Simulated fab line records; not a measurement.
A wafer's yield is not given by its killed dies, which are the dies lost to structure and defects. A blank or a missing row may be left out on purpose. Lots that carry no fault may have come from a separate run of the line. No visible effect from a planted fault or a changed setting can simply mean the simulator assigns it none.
Matching of chambers	flow n5 finfet	N5_BEOL_M9_STRIP_19 on rie diel-02 has 4 sister chambers
The step strips in O2. 22 wafers are shown with their chamber, then 11 later ones without.

EACH WAFER AND ITS CHAMBER
wafer	chamber	showerhead plenum p Torr (Torr)	throttle valve pct (%)	oes product au (a.u.)
L074.3	3	2.16	16.83	0.70
L074.4	0	2.15	16.81	0.70
L074.5	1	2.23	16.40	0.95
L075.1	1	2.23	16.42	0.92
L075.2	3	2.16	16.81	0.69
L075.5	2	1.99	16.62	0.73
L076.2	0	2.15	16.82	0.70
L076.3	3	2.16	16.81	0.69
L076.4	2	1.99	16.62	0.72
L083.1	1	2.23	16.45	0.91
L083.3	3	2.15	16.84	0.69
L083.4	2	1.99	16.62	0.72
L084.1	2	1.99	16.66	0.72
L084.3	0	2.15	16.84	0.69
L084.6	1	2.23	16.44	0.90
L085.3	2	1.99	16.65	0.72
L085.4	0	2.14	16.87	0.68
L085.5	0	2.14	16.86	0.68
L087.1	2	1.98	16.66	0.71
L087.2	1	2.22	16.49	0.88
L087.5	2	1.99	16.65	0.71
L091.2	0	2.14	16.39	0.97

SIGNATURES (averages over the wafers above)
reading	chamber 0	chamber 1	chamber 2	chamber 3	scatter within a chamber
showerhead plenum p Torr	2.1450	2.2280	1.9886	2.1575	0.00466
throttle valve pct	16.7650	16.4400	16.6400	16.8225	0.0997
oes product au	0.7367	0.9120	0.7186	0.6925	0.0618
Rule: for each reading, subtract the chamber's mean from the wafer's reading, divide by that reading's scatter and square the result; add these up over the readings and take the root, which gives the wafer's distance from the chamber. The wafer belongs to the nearest chamber; if the next one is less than 2 further off, it can't be placed. The scatter is the square root of a quotient: the sum, over the shown wafers, of each reading's squared deviation from its chamber's mean, divided by wafers minus chambers.

WAFERS MISSING THEIR CHAMBER
wafer	showerhead plenum p Torr (Torr)	throttle valve pct (%)	oes product au (a.u.)
L091.3	1.98	16.69	0.69
L091.6	1.98	16.66	0.70
L095.2	1.98	16.70	0.70
L095.3	2.15	16.39	1.00
L095.5	1.98	16.69	0.69
L093.3	2.21	16.51	0.87
L093.5	2.14	16.40	0.93
L093.6	2.15	16.39	0.98
L097.1	2.21	16.52	0.86
L097.4	1.98	16.70	0.69
L097.6	2.14	16.42	0.91

CHAMBER TAKEN BY EACH
wafer	from the rows above	in truth
L091.3	2	2
L091.6	2	2
L095.2	2	2
L095.3	can't be placed: 0 or 3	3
L095.5	2	2
L093.3	1	1
L093.5	can't be placed: 0 or 3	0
L093.6	can't be placed: 0 or 3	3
L097.1	1	1
L097.4	2	2
L097.6	can't be placed: 0 or 3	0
7 of 11 placed correctly. Can't be placed from these rows: 4 (the true chamber is among the candidates in 4). Wrongly placed: 0.
